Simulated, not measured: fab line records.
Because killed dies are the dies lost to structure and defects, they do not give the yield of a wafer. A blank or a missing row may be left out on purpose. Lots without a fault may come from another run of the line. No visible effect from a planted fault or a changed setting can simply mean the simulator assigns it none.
Matching of chambers ; flow n5 finfet ; ald sin-04 running N5_FIN_SAQP_ALD_61: 4 sister chambers
The step deposits SiO2, target thk 4 nm, pulse time 1 s, purge time 2 s. 14 wafers are shown with their chamber, then 7 later ones without.

WAFERS PAIRED WITH THEIR CHAMBERS
wafer;chamber;heater power w (W);precursor pulse height rel
L076.3;1;445;0.981
L076.4;0;404;0.996
L076.6;3;555;1.018
L078.1;3;552;1.003
L078.3;2;437;1.014
L078.5;2;440;0.991
L081.3;3;562;0.993
L081.5;3;565;0.986
L081.6;2;443;1.002
L084.1;0;401;1.026
L084.3;3;559;1.018
L084.4;1;446;1.027
L089.1;0;449;1.000
L089.3;1;417;0.984

SIGNATURES, as means of the wafers listed above
reading;chamber 0;chamber 1;chamber 2;chamber 3;scatter within a chamber
heater power w;418.00;436.00;440.00;558.60;14.5
precursor pulse height rel;1.00733;0.99733;1.00233;1.00360;0.0172
Rule: a wafer lies at a distance from a chamber equal to the root of the sum of squares, over the readings, of (its reading less the chamber's mean, divided by the reading's scatter). The wafer belongs to the nearest chamber; if the next one is less than 2 further off, it can't be placed. The scatter is the square root of a quotient: the sum, over the shown wafers, of each reading's squared deviation from its chamber's mean, divided by wafers minus chambers.

WAFERS WITH NO CHAMBER GIVEN
wafer;heater power w (W);precursor pulse height rel
L089.6;427;1.026
L092.2;444;0.992
L092.3;533;1.004
L092.5;418;1.019
L094.2;422;0.991
L094.5;421;1.003
L094.6;414;1.021

EACH ONE'S CHAMBER
wafer;from the rows above;in truth
L089.6;can't be placed: 0 or 2 or 1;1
L092.2;can't be placed: 1 or 2 or 0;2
L092.3;3;3
L092.5;can't be placed: 0 or 1 or 2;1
L094.2;can't be placed: 0 or 1 or 2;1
L094.5;can't be placed: 0 or 1 or 2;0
L094.6;can't be placed: 0 or 1 or 2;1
Correctly placed: 1 of 7. Cannot be placed on the basis of these rows: 6; the candidates contain the true chamber in 6. Number placed wrongly: 0.
